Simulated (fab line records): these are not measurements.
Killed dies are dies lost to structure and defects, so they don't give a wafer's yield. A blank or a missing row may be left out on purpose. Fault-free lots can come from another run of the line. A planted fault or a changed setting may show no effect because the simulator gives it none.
Tool commonality check ; flow nand_harc ; 1 lot, 3 wafers sampled

WHY IT WAS OPENED
At NHARC_END_SORT_01 the reading killed_at_periphery is flagged on 1 of 1 lot. Fault-free wafers read 4.2, with a standard deviation of 2.8.
Rule: a lot gets a flag if all its wafers with a number sit over 4 standard deviations from that mean, or if no wafer of it has a number. All remaining lots are regarded as sound.

lot;measured;on;killed_at_periphery, wafer by wafer;flag
L854;day 29 04:04;prober-02;639 641 635;FLAGGED
On average the flagged lots read 638.3, which is +634.1 against the usual, or +99 or more standard deviations.

WHICH TOOL RAN EACH LOT
Before the reading, the record contains 3 process steps out of a 1302-step route. Each cell gives the tool, then ch followed by the chambers the sampled wafers passed through, then the start.
lot;flag;NHARC_P_ZERO_WELL_RTA_42;NHARC_P_GATE_EXPOSE_08;NHARC_P_GATE_ETCH_104
L854;FLAGGED;rtp_anneal-02 ch 0, day 7 03:01;krf_scanner-02 ch 0, day 9 07:15;rie_diel-10 ch 2,3, day 9 21:38
What these steps do:
- NHARC_P_ZERO_WELL_RTA_42: time 300 s.
- NHARC_P_GATE_EXPOSE_08: exposes mask P HV.
- NHARC_P_GATE_ETCH_104: etches the open film in CF4/CHF3, target depth 60 nm.
- NHARC_END_SORT_01

FLAGGED OVER TOTAL, TOOL BY TOOL (the gauges that took the reading come last)
step;tool;lots run;flagged;share of the flagged lots;sound lots run after its first flagged lot
NHARC_P_ZERO_WELL_RTA_42;rtp_anneal-02;1;1;all;0
NHARC_P_GATE_EXPOSE_08;krf_scanner-02;1;1;all;0
NHARC_P_GATE_ETCH_104;rie_diel-10;1;1;all;0
NHARC_END_SORT_01;prober-02;1;1;all;0

THE TABLE: WHAT IT ALLOWS
4 rows of the table ran every flagged lot: rtp_anneal-02 at NHARC_P_ZERO_WELL_RTA_42, krf_scanner-02 at NHARC_P_GATE_EXPOSE_08, rie_diel-10 at NHARC_P_GATE_ETCH_104, prober-02 at NHARC_END_SORT_01.
- rtp_anneal-02 at NHARC_P_ZERO_WELL_RTA_42: 1 of its 1 lot flagged. It ran no sound lot before its first flagged lot in this sample, so the start can't be narrowed down.
- krf_scanner-02 at NHARC_P_GATE_EXPOSE_08: 1 of its 1 lot flagged. It ran no sound lot before its first flagged lot in this sample, so the start can't be narrowed down.
- rie_diel-10 at NHARC_P_GATE_ETCH_104: 1 of its 1 lot flagged. It ran no sound lot before its first flagged lot in this sample, so the start can't be narrowed down.
- prober-02 at NHARC_END_SORT_01: 1 of its 1 lot flagged. It ran no sound lot before its first flagged lot in this sample, so the start can't be narrowed down.
Because each of these 4 tools fits a fault that began at some hour, counting lots does not separate them. More lots, or a look at what each step does to the wafer, might.

WHAT WAS PUT IN BY THE SIMULATOR
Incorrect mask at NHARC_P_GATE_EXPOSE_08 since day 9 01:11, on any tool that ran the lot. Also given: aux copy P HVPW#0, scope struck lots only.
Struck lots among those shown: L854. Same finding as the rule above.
